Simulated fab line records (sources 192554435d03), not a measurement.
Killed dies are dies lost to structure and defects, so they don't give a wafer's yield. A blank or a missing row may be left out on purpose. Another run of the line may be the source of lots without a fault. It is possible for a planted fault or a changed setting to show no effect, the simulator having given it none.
Which tool is to blame? :: flow n5_finfet :: Sampling: 9 lots, 26 wafers, 6 of 1938 route steps

WHAT THE GAUGES READ, wafer by wafer
N5_SD_EPI_P_INSPECT_26: inspects for defects (darkfield).
lot: L366
measured: day 3 12:13
on: defect_inspect-02
raw_defect_count: 131 147 165

lot: L369
measured: day 4 05:59
on: defect_inspect-02
raw_defect_count: 163 151 234

lot: L370
measured: day 4 15:44
on: defect_inspect-01
raw_defect_count: 183 198 222

lot: L371
measured: day 4 20:11
on: defect_inspect-02
raw_defect_count: 145 175

lot: L373
measured: day 5 07:34
on: defect_inspect-02
raw_defect_count: 141 150 136

lot: L376
measured: day 6 02:50
on: defect_inspect-02
raw_defect_count: 163 150 228

lot: L383
measured: day 7 16:32
on: defect_inspect-02
raw_defect_count: 1191 195 170

lot: L387
measured: day 8 15:59
on: defect_inspect-02
raw_defect_count: 152 139 159

lot: L388
measured: day 9 00:05
on: defect_inspect-01
raw_defect_count: 178 173 144

N5_BEOL_M4_RC_MEAS_101.
lot: L366
measured: day 7 19:19
on: prober-01
DIBL_N (mV/V): 37.7 37.1 34.6
DIBL_P (mV/V): 36.6 35.3 33.2
IOFF_N (nA/um): 0.20 0.16 0.14
IOFF_P (nA/um): 0.28 0.25 0.22
ION_N (uA/um): 690 673 667
ION_P (uA/um): 478 466 463
SS_N (mV/dec): 72.4 71.7 70.9
SS_P (mV/dec): 73.8 73.3 72.3
VT_N (mV): 248 251 252
VT_P (mV): -245 -246 -245

lot: L369
measured: day 8 15:36
on: prober-01
DIBL_N (mV/V): 39.9 36.9 38.6
DIBL_P (mV/V): 42.1 37.2 39.4
IOFF_N (nA/um): 0.24 0.15 0.19
IOFF_P (nA/um): 0.28 0.19 0.21
ION_N (uA/um): 695 686 673
ION_P (uA/um): 472 467 454
SS_N (mV/dec): 71.9 71.3 71.7
SS_P (mV/dec): 73.5 72.6 73.9
VT_N (mV): 246 251 249
VT_P (mV): -249 -255 -253

lot: L370
measured: day 8 21:31
on: prober-02
DIBL_N (mV/V): 36.7 37.9 40.3
DIBL_P (mV/V): 36.6 37.4 40.6
IOFF_N (nA/um): 0.16 0.17 0.22
IOFF_P (nA/um): 0.24 0.26 0.33
ION_N (uA/um): 676 683 685
ION_P (uA/um): 470 478 479
SS_N (mV/dec): 72.1 71.4 73.2
SS_P (mV/dec): 73.6 73.4 75.0
VT_N (mV): 251 247 244
VT_P (mV): -246 -243 -242

lot: L371
measured: day 9 13:37
on: prober-01
DIBL_N (mV/V): 40.1 33.7
DIBL_P (mV/V): 41.0 32.9
IOFF_N (nA/um): 0.24 0.11
IOFF_P (nA/um): 0.39 0.21
ION_N (uA/um): 707 665
ION_P (uA/um): 491 469
SS_N (mV/dec): 72.4 70.6
SS_P (mV/dec): 75.2 73.3
VT_N (mV): 242 255
VT_P (mV): -239 -247

lot: L373
measured: day 9 15:11
on: prober-01
DIBL_N (mV/V): 36.2 39.7 35.6
DIBL_P (mV/V): 34.9 37.8 34.2
IOFF_N (nA/um): 0.14 0.18 0.13
IOFF_P (nA/um): 0.18 0.23 0.18
ION_N (uA/um): 685 669 669
ION_P (uA/um): 470 459 460
SS_N (mV/dec): 70.5 71.6 71.5
SS_P (mV/dec): 73.3 73.9 73.2
VT_N (mV): 251 249 250
VT_P (mV): -253 -250 -253

lot: L376
measured: day 10 18:56
on: prober-02
DIBL_N (mV/V): 38.3 38.7 36.6
DIBL_P (mV/V): 38.1 39.1 35.9
IOFF_N (nA/um): 0.19 0.21 0.15
IOFF_P (nA/um): 0.25 0.25 0.21
ION_N (uA/um): 679 701 673
ION_P (uA/um): 466 474 462
SS_N (mV/dec): 72.0 71.2 71.4
SS_P (mV/dec): 74.4 74.9 73.6
VT_N (mV): 249 244 250
VT_P (mV): -248 -248 -250

lot: L383
measured: day 12 05:27
on: prober-01
DIBL_N (mV/V): 34.8 34.9 36.9
DIBL_P (mV/V): 36.4 35.9 38.6
IOFF_N (nA/um): 0.14 0.14 0.18
IOFF_P (nA/um): 0.19 0.19 0.25
ION_N (uA/um): 661 652 671
ION_P (uA/um): 455 452 465
SS_N (mV/dec): 71.1 71.2 71.7
SS_P (mV/dec): 73.7 73.2 73.7
VT_N (mV): 252 251 250
VT_P (mV): -253 -251 -248

lot: L387
measured: day 13 03:29
on: prober-02
DIBL_N (mV/V): 35.3 37.5 37.3
DIBL_P (mV/V): 35.2 38.9 38.8
IOFF_N (nA/um): 0.15 0.19 0.19
IOFF_P (nA/um): 0.19 0.25 0.25
ION_N (uA/um): 680 699 686
ION_P (uA/um): 467 480 471
SS_N (mV/dec): 71.8 72.2 71.8
SS_P (mV/dec): 73.1 73.8 73.8
VT_N (mV): 246 246 246
VT_P (mV): -249 -248 -247

lot: L388
measured: day 13 07:25
on: prober-01
DIBL_N (mV/V): 36.3 38.2 33.9
DIBL_P (mV/V): 36.7 38.6 33.7
IOFF_N (nA/um): 0.16 0.20 0.13
IOFF_P (nA/um): 0.23 0.26 0.19
ION_N (uA/um): 683 699 671
ION_P (uA/um): 468 476 461
SS_N (mV/dec): 71.2 72.2 71.0
SS_P (mV/dec): 73.2 73.8 73.2
VT_N (mV): 248 248 252
VT_P (mV): -248 -248 -251

WHICH TOOL RAN EACH LOT (tool, then ch and the chambers of the sampled wafers, then the start)
lot: L366
N5_SD_EPI_N_LINER_46: ald_sin-04 ch 0,3, day 3 07:44
N5_SD_EPI_P_ETCH_36: rie_diel-05 ch 1,2,3, day 3 08:31
N5_SD_EPI_P_PRECLEAN_24: wet_bench-06 ch 2,3,7, day 3 12:08
N5_ILD0_CMP_03: cmp-04 ch 1,2,3, day 3 15:38

lot: L369
N5_SD_EPI_N_LINER_46: ald_sin-02 ch 0,1,2, day 4 00:42
N5_SD_EPI_P_ETCH_36: rie_diel-05 ch 0,2,3, day 4 01:21
N5_SD_EPI_P_PRECLEAN_24: wet_bench-03 ch 0,3,7, day 4 05:53
N5_ILD0_CMP_03: cmp-01 ch 0,1,3, day 4 09:09

lot: L370
N5_SD_EPI_N_LINER_46: ald_sin-03 ch 0,2, day 4 11:02
N5_SD_EPI_P_ETCH_36: rie_diel-05 ch 0,1, day 4 12:02
N5_SD_EPI_P_PRECLEAN_24: wet_bench-06 ch 2,3,4, day 4 15:40
N5_ILD0_CMP_03: cmp-01 ch 0,1,3, day 4 19:29

lot: L371
N5_SD_EPI_N_LINER_46: ald_sin-03 ch 2,3, day 4 15:47
N5_SD_EPI_P_ETCH_36: rie_diel-04 ch 2,3, day 4 16:29
N5_SD_EPI_P_PRECLEAN_24: wet_bench-02 ch 1,5, day 4 20:07
N5_ILD0_CMP_03: cmp-04 ch 0,1, day 4 23:31

lot: L373
N5_SD_EPI_N_LINER_46: ald_sin-03 ch 0,1,3, day 5 02:16
N5_SD_EPI_P_ETCH_36: rie_diel-02 ch 0,1,3, day 5 03:02
N5_SD_EPI_P_PRECLEAN_24: wet_bench-03 ch 1,4,5, day 5 07:29
N5_ILD0_CMP_03: cmp-01 ch 0,1,2, day 5 11:17

lot: L376
N5_SD_EPI_N_LINER_46: ald_sin-04 ch 1,3, day 5 22:30
N5_SD_EPI_P_ETCH_36: rie_diel-05 ch 0,1, day 5 23:09
N5_SD_EPI_P_PRECLEAN_24: wet_bench-03 ch 0,4,6, day 6 02:46
N5_ILD0_CMP_03: cmp-04 ch 1,2, day 6 06:01

lot: L383
N5_SD_EPI_N_LINER_46: ald_sin-04 ch 1,2, day 7 12:11
N5_SD_EPI_P_ETCH_36: rie_diel-05 ch 0,1,3, day 7 12:50
N5_SD_EPI_P_PRECLEAN_24: wet_bench-06 ch 0,1,4, day 7 16:28
N5_ILD0_CMP_03: cmp-04 ch 0,2,3, day 7 20:04

lot: L387
N5_SD_EPI_N_LINER_46: ald_sin-03 ch 0,1,3, day 8 11:32
N5_SD_EPI_P_ETCH_36: rie_diel-04 ch 0,1,3, day 8 12:17
N5_SD_EPI_P_PRECLEAN_24: wet_bench-02 ch 1,3,4, day 8 15:55
N5_ILD0_CMP_03: cmp-01 ch 0,1,2, day 8 19:35

lot: L388
N5_SD_EPI_N_LINER_46: ald_sin-03 ch 0,2,3, day 8 19:32
N5_SD_EPI_P_ETCH_36: rie_diel-05 ch 0,1,2, day 8 20:23
N5_SD_EPI_P_PRECLEAN_24: wet_bench-03 ch 0,1,7, day 9 00:01
N5_ILD0_CMP_03: cmp-01 ch 0,1,2, day 9 03:18
- N5_SD_EPI_N_LINER_46: material SiNx, target thk 3 nm.
- N5_SD_EPI_P_ETCH_36: etches SiARC in CF4, target depth 45.5 nm, time 75.8 s.
- N5_SD_EPI_P_PRECLEAN_24: cleans in O3/DIW, time 45 s.
- N5_ILD0_CMP_03: polishes, stops on SiNx, t overpolish 1.9 s, target thk 197.38 nm.

AS READ BY THE TOOLS THEMSELVES (means over the sampled wafers that have a number; for cases with no such wafer, the mark the record gives instead)
N5_SD_EPI_N_LINER_46.
lot: L366
tool: ald_sin-04
heater_power_w (W): 832

lot: L369
tool: ald_sin-02
heater_power_w (W): 743

lot: L370
tool: ald_sin-03
heater_power_w (W): 750

lot: L371
tool: ald_sin-03
heater_power_w (W): 822

lot: L373
tool: ald_sin-03
heater_power_w (W): 924

lot: L376
tool: ald_sin-04
heater_power_w (W): 980

lot: L383
tool: ald_sin-04
heater_power_w (W): 940

lot: L387
tool: ald_sin-03
heater_power_w (W): 927

lot: L388
tool: ald_sin-03
heater_power_w (W): 830

N5_SD_EPI_P_ETCH_36.
lot: L366
tool: rie_diel-05
bias_w (W): 36.00
drypump_motor_current_A (A): 5.8
etch_rf_on_time_s (s): 75.0
oes_product_au (a.u.): 0.73
rf_vpp_V (V): 185.1
showerhead_plenum_p_Torr (Torr): 2.18
throttle_valve_pct (%): 15.61

lot: L369
tool: rie_diel-05
bias_w (W): 36.03
drypump_motor_current_A (A): 5.6
etch_rf_on_time_s (s): 76.3
oes_product_au (a.u.): 0.69
rf_vpp_V (V): 185.4
showerhead_plenum_p_Torr (Torr): 2.19
throttle_valve_pct (%): 15.79

lot: L370
tool: rie_diel-05
bias_w (W): 36.11
drypump_motor_current_A (A): 5.5
etch_rf_on_time_s (s): 75.0
oes_product_au (a.u.): 0.76
rf_vpp_V (V): 183.1
showerhead_plenum_p_Torr (Torr): 2.13
throttle_valve_pct (%): 15.53

lot: L371
tool: rie_diel-04
bias_w (W): 36.05
drypump_motor_current_A (A): 5.3
etch_rf_on_time_s (s): 76.2
oes_product_au (a.u.): 0.71
rf_vpp_V (V): 184.3
showerhead_plenum_p_Torr (Torr): 2.20
throttle_valve_pct (%): 15.47

lot: L373
tool: rie_diel-02
bias_w (W): 36.00
drypump_motor_current_A (A): 6.0
etch_rf_on_time_s (s): 77.3
oes_product_au (a.u.): 0.59
rf_vpp_V (V): 184.3
showerhead_plenum_p_Torr (Torr): 2.11
throttle_valve_pct (%): 15.90

lot: L376
tool: rie_diel-05
bias_w (W): 35.86
drypump_motor_current_A (A): 5.3
etch_rf_on_time_s (s): 76.2
oes_product_au (a.u.): 0.72
rf_vpp_V (V): 184.1
showerhead_plenum_p_Torr (Torr): 2.14
throttle_valve_pct (%): 15.73

lot: L383
tool: rie_diel-05
bias_w (W): 35.90
drypump_motor_current_A (A): 5.6
etch_rf_on_time_s (s): 76.7
oes_product_au (a.u.): 0.69
rf_vpp_V (V): 184.8
showerhead_plenum_p_Torr (Torr): 2.16
throttle_valve_pct (%): 15.77

lot: L387
tool: rie_diel-04
bias_w (W): 35.98
drypump_motor_current_A (A): 5.7
etch_rf_on_time_s (s): 73.9
oes_product_au (a.u.): 0.73
rf_vpp_V (V): 184.2
showerhead_plenum_p_Torr (Torr): 2.14
throttle_valve_pct (%): 15.50

lot: L388
tool: rie_diel-05
bias_w (W): 36.08
drypump_motor_current_A (A): 5.6
etch_rf_on_time_s (s): 75.1
oes_product_au (a.u.): 0.70
rf_vpp_V (V): 183.8
showerhead_plenum_p_Torr (Torr): 2.14
throttle_valve_pct (%): 15.66

N5_ILD0_CMP_03.
lot: L366
tool: cmp-04
motor_current_A (A): 11.0
overpolish_run_s (s): 1.906
pad_life_wafers: 1124
time_to_endpoint_s (s): 74

lot: L369
tool: cmp-01
motor_current_A (A): 13.6
overpolish_run_s (s): 1.897
pad_life_wafers: 698
time_to_endpoint_s (s): 68

lot: L370
tool: cmp-01
motor_current_A (A): 13.6
overpolish_run_s (s): 1.904
pad_life_wafers: 788
time_to_endpoint_s (s): 66

lot: L371
tool: cmp-04
motor_current_A (A): 12.3
overpolish_run_s (s): 1.902
pad_life_wafers: 1400
time_to_endpoint_s (s): 81

lot: L373
tool: cmp-01
motor_current_A (A): 12.9
overpolish_run_s (s): 1.897
pad_life_wafers: 908
time_to_endpoint_s (s): 74

lot: L376
tool: cmp-04
motor_current_A (A): 11.0
overpolish_run_s (s): 1.896
pad_life_wafers: 1638
time_to_endpoint_s (s): 78

lot: L383
tool: cmp-04
motor_current_A (A): 11.5
overpolish_run_s (s): 1.905
pad_life_wafers: 1940
time_to_endpoint_s (s): 77

lot: L387
tool: cmp-01
motor_current_A (A): 13.0
overpolish_run_s (s): 1.897
pad_life_wafers: 1651
time_to_endpoint_s (s): 75

lot: L388
tool: cmp-01
motor_current_A (A): 12.7
overpolish_run_s (s): 1.902
pad_life_wafers: 1711
time_to_endpoint_s (s): 76

THE ANSWER, worked out from the rows above alone
Rule: the lots themselves supply what counts as usual. Put in order of their means at a reading, lots are off if they are a third of the lots or fewer, leave a main group of 4 or more, and stand apart from it by a gap of 3 or more times the standard deviation of the main group's means; of several such gaps the widest counts. The tables above print the reading to a certain number of digits; a main group whose means all agree to those digits is not used. A lot without any number at a reading at which 4 lots or more have one is off too. All remaining lots with rows at the step are treated as sound. After the gauges, taken in route order, come the tools' own readings; for these a lot's mean is taken, as printed above. The first step at which some lot is off is used, and at that step the reading that is off furthest; a lot without a number counts as furthest.
Off: L383 (N5_SD_EPI_P_INSPECT_26, raw_defect_count). Main group: mean 166, sd 19.
If a tool, at a process step before that reading, ran all the lots that are off and no sound lot after the first of them, it fits. Those tools and the gauges at N5_SD_EPI_P_INSPECT_26 are tried in the same way. Can't be told from this: 2 tools fit, ald_sin-04 at N5_SD_EPI_N_LINER_46, wet_bench-06 at N5_SD_EPI_P_PRECLEAN_24.

WHAT THE SIMULATOR PUT IN
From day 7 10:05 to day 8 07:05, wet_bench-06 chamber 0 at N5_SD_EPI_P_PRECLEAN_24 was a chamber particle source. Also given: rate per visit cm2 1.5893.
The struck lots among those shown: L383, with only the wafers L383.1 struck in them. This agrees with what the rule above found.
